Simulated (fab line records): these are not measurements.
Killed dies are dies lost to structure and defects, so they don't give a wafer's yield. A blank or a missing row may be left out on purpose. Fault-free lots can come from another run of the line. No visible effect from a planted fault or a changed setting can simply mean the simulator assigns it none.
Lot-split experiment + flow n5Finfet + 21 wafers read across 7 lots, on a route 1938 steps long

## ON THE SPLIT
At N5_BEOL_M8_VIA_ETCH_34 (etches SiCOH lowk in C4F6/O2, target depth 125.5 nm, time 50.5 s), the setting sourceW was moved away from the recipe's 345 W on 7 of the 21 wafers read, by -17.9% to +7.8%. This setting was run at the recipe's value on the other wafers.

The reading is taken at the split's own step.

## THE READING
rfVppV, in V, at N5_BEOL_M8_VIA_ETCH_34 (etches SiCOH lowk in C4F6/O2, target depth 125.5 nm, time 50.5 s). Fault-free wafers of this fab line usually give 672 V, standard deviation 11 V.

| wafer  | tool, chamber at the split | sourceW as run, W | against the recipe | rfVppV, V | against lot-mates on the recipe |
|--------|----------------------------|-------------------|--------------------|-----------|---------------------------------|
| L077.2 | rieDiel-02, 2              | 345               | recipe             | 675       | -                               |
| L077.4 | rieDiel-02, 1              | 345               | recipe             | 653       | -                               |
| L077.6 | rieDiel-02, 3              | 345               | recipe             | 661       | -                               |
| L078.3 | rieDiel-06, 0              | 312.4             | -9.4%              | 678       | -9                              |
| L078.5 | rieDiel-06, 2              | 312.4             | -9.4%              | 712       | +25                             |
| L078.6 | rieDiel-06, 1              | 345               | recipe             | 687       | -                               |
| L083.3 | rieDiel-05, 0              | 345               | recipe             | 680       | -                               |
| L083.4 | rieDiel-05, 3              | 345               | recipe             | 676       | -                               |
| L083.5 | rieDiel-05, 0              | 345               | recipe             | 680       | -                               |
| L085.2 | rieDiel-05, 1              | 371.9             | +7.8%              | 652       | -27                             |
| L085.3 | rieDiel-05, 0              | 371.9             | +7.8%              | 655       | -24                             |
| L085.5 | rieDiel-05, 1              | 345               | recipe             | 679       | -                               |
| L086.3 | rieDiel-06, 3              | 283.4             | -17.9%             | 739       | +66                             |
| L086.4 | rieDiel-06, 2              | 345               | recipe             | 677       | -                               |
| L086.6 | rieDiel-06, 3              | 345               | recipe             | 669       | -                               |
| L089.3 | rieDiel-05, 2              | 345               | recipe             | 662       | -                               |
| L089.5 | rieDiel-05, 0              | 345               | recipe             | 681       | -                               |
| L089.6 | rieDiel-05, 1              | 345               | recipe             | 678       | -                               |
| L097.1 | rieDiel-05, 3              | 292.5             | -15.2%             | 734       | +56                             |
| L097.4 | rieDiel-05, 0              | 292.5             | -15.2%             | 740       | +62                             |
| L097.5 | rieDiel-05, 1              | 345               | recipe             | 678       | -                               |

THE FIT
A straight line over all 21 wafers: rfVppV changes by -3.48 V for each +1% of sourceW; r = -0.91; the points scatter about the line by 11 V.
The same after taking each lot's own level away (the mean of its wafers on the recipe; 21 wafers): -3.3 V for each +1%; r = -0.90; scatter 11 V.
Per that fit: largest sourceW move, reading shift of 59 V.
Across the lots, their own levels run from 663.0 to 687.0 V, a range of 2.2 times the standard deviation given above.
Consequently the slope shifts little with the lot-to-lot level, the two slopes agreeing.
Check: with one of the wafers moved furthest among these (-17.9%) left out of the fit, the line predicts +54.6 V for it against its lot-mates. It came out at +66 V against them.
Tool readings at the split's step, against how far the setting was moved: rfVppV r = -0.91.

## FURTHER SPLITS ON THESE WAFERS
Other splits were also applied to these wafers ahead of the reading. Each is held against what the fit with the lots' levels taken away leaves over:
| other split on the same wafers | wafers away from the commonest value | r with rfVppV (lot level and that fit taken away) |
|--------------------------------|--------------------------------------|---------------------------------------------------|
| N5_BEOL_M7_EXPOSE_25 doseMj    | 5                                    | -0.02                                             |
| N5_BEOL_M7_DESCUM_33 timeS     | 8                                    | -0.33                                             |
| N5_BEOL_M8_COAT_22 spinRpm     | 5                                    | -0.22                                             |
| N5_BEOL_M8_EXPOSE_25 doseMj    | 6                                    | -0.02                                             |

## THE FILE'S OWN FIT
rfVppV changes by -3.36 V for each +1% of sourceW, r = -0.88.
